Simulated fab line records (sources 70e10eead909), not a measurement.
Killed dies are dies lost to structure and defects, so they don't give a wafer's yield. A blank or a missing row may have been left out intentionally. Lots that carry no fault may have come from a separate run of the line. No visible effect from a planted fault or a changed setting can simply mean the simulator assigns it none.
Chamber matching / flow nand harc / pecvd-04 running NHARC_A_STAIRCASE_DEP_325: 3 sister chambers
The step deposits SiO2, target thk 3800 nm. 14 wafers are shown with their chamber, then 7 later ones without.

## WAFERS WITH THEIR CHAMBER
wafer=L075.1; chamber=2; heater power w (W)=571
wafer=L075.2; chamber=1; heater power w (W)=725
wafer=L075.4; chamber=2; heater power w (W)=456
wafer=L077.1; chamber=2; heater power w (W)=517
wafer=L077.5; chamber=1; heater power w (W)=614
wafer=L077.6; chamber=2; heater power w (W)=459
wafer=L081.1; chamber=2; heater power w (W)=567
wafer=L081.5; chamber=0; heater power w (W)=573
wafer=L081.6; chamber=1; heater power w (W)=598
wafer=L086.2; chamber=1; heater power w (W)=707
wafer=L086.5; chamber=1; heater power w (W)=596
wafer=L086.6; chamber=2; heater power w (W)=462
wafer=L085.2; chamber=2; heater power w (W)=569
wafer=L085.4; chamber=0; heater power w (W)=562

SIGNATURES, as means of the wafers listed above
reading=heater power w; chamber 0=567.50; chamber 1=648.00; chamber 2=514.43; scatter within a chamber=55.6
Rule: a wafer's distance from a chamber is the root of the sum, over the readings, of the square of ((its reading less the chamber's mean) divided by the reading's scatter). If the next closest chamber is less than 2 further off than the closest, the wafer can't be placed; otherwise it belongs to the closest. The scatter: take each reading less its chamber's mean, square it, sum over the shown wafers, divide by the number of wafers less the number of chambers, and take the root.

## WAFERS WITHOUT THEIR CHAMBER
wafer=L085.6; heater power w (W)=460
wafer=L088.3; heater power w (W)=675
wafer=L088.4; heater power w (W)=473
wafer=L088.5; heater power w (W)=586
wafer=L093.1; heater power w (W)=556
wafer=L093.2; heater power w (W)=716
wafer=L093.4; heater power w (W)=553

## THE CHAMBER EACH PASSED THROUGH
wafer=L085.6; from the rows above=can't be placed: 2 or 0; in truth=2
wafer=L088.3; from the rows above=can't be placed: 1 or 0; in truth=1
wafer=L088.4; from the rows above=can't be placed: 2 or 0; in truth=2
wafer=L088.5; from the rows above=can't be placed: 0 or 1 or 2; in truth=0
wafer=L093.1; from the rows above=can't be placed: 0 or 2 or 1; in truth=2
wafer=L093.2; from the rows above=can't be placed: 1 or 0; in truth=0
wafer=L093.4; from the rows above=can't be placed: 0 or 2 or 1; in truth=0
Placed correctly: 0 of 7. Unplaceable from these rows: 7, with the true chamber sitting among the candidates in 7. 0 placed wrongly.
